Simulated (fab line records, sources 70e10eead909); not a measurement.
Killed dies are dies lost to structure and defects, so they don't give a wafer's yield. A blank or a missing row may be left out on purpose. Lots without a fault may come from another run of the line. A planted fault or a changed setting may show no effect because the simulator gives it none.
One fault seen from 3 desks | flow nand_harc | each desk has only its own numbers; what lay behind them comes last

THE METROLOGY DESK
What the gauges read, lot by lot, whatever tool the lot ran on: means of the sampled wafers that have a number. A lot is out of limits, marked OUT, if its mean lies more than 4 standard deviations from the usual mean; the brackets give that distance.
Columns: A = cd_nm at NHARC_A_M0_CD_MEAS_09, usual 80.2 nm; B = cd_nm at NHARC_A_M1_CD_MEAS_09, usual 120.5 nm
lot  | first seen here | A    | B
L442 | day 23 07:01    | 80.6 | 120.8
L444 | day 24 08:28    | 80.2 | 119.9
L445 | day 25 01:12    | 79.9 | 120.4
L447 | day 25 23:50    | 79.9 | 119.8
L448 | day 26 04:32    | 79.6 | 120.1
L449 | day 26 13:16    | 79.3 | 121.3
L450 | day 26 20:22    | 80.3 | 119.8
L453 | day 27 11:40    | 80.3 | 121.4
L455 | day 29 03:50    | 80.5 | 123.1 (+4.1) OUT
L454 | day 29 19:40    | 79.7 | 120.5
L460 | day 30 11:20    | 80.2 | 122.3
L462 | day 31 18:09    | 80.0 | 120.6
L463 | day 32 09:06    | 80.4 | 120.9
This desk's finding: out of limits on L455; first on L455, day 29 07:54 (cd_nm at NHARC_A_M1_CD_MEAS_09). In limits: L442, L444, L445, L447, L448, L449, L450, L453, L454, L460, L462, L463.

THE DEFECT DESK
What the inspections along the route counted, lot by lot: means of the sampled wafers that have a number. A lot is out of limits, marked OUT, if its mean lies more than 4 standard deviations from the usual mean; the brackets give that distance.
Columns: A = raw_defect_count at NHARC_A_M0_INSPECT_11, usual 88; B = raw_defect_count at NHARC_A_M0_INSPECT_27, usual 493
lot  | first seen here | A   | B
L442 | day 23 07:08    | 103 | 547
L444 | day 24 08:36    | 124 | 475
L445 | day 25 01:19    | 113 | 567
L447 | day 25 23:57    | 39  | 445
L448 | day 26 04:40    | 79  | 519
L449 | day 26 13:23    | 75  | 532
L450 | day 26 20:29    | 86  | 426
L453 | day 27 11:47    | 136 | 424
L455 | day 29 03:58    | 71  | 387
L454 | day 29 19:47    | 106 | 589
L460 | day 30 11:28    | 115 | 461
L462 | day 31 18:16    | 61  | 487
L463 | day 32 09:14    | 72  | 511
This desk's finding: nothing out of limits on any of the 13 lots.

THE TOOL OWNER'S DESK: arfi_scanner-03
The tool's own readings at NHARC_A_M1_EXPOSE_06 (exposes mask A M1, target cd 120 nm): means of the sampled wafers that have a number, for each lot that ran on this tool. A lot is out of limits, marked OUT, if its mean lies more than 4 standard deviations from the usual mean; the brackets give that distance.
Columns: A = exposure_dose_mJ_cm2 at NHARC_A_M1_EXPOSE_06, usual 75.15
lot  | first seen here | A
L442 | day 23 11:03    | 75.25
L448 | day 26 08:25    | 75.11
L449 | day 26 17:13    | 75.04
L450 | day 27 00:13    | 75.13
L453 | day 27 15:27    | 75.29
L455 | day 29 07:46    | 78.24 (+41) OUT
L460 | day 30 15:29    | 77.66 (+33) OUT
This desk's finding: out of limits on L455, L460; first on L455, day 29 07:46 (exposure_dose_mJ_cm2 at NHARC_A_M1_EXPOSE_06). In limits: L442, L448, L449, L450, L453.

PUT TOGETHER
The tool owner's desk could have raised an alarm at day 29 07:46, on L455, L460.
The metrology desk could have raised an alarm at day 29 07:54, on L455.
The defect desk saw nothing out of limits.
The metrology desk has L460 on record, within its limits.
The defect desk has L455, L460 on record, within its limits.
Of the lots named, all ran NHARC_A_M1_EXPOSE_06 on arfi_scanner-03.

WHAT THE SIMULATOR HAD PUT IN
Process parameter drift: arfi_scanner-03, from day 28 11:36 on, at NHARC_A_M1_EXPOSE_06. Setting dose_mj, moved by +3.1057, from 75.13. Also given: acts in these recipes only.
Lots struck among those shown: L455, L460.
Hours from the fault's start to each desk's first reading out of limits: the tool owner's desk, 20; the metrology desk, 20.
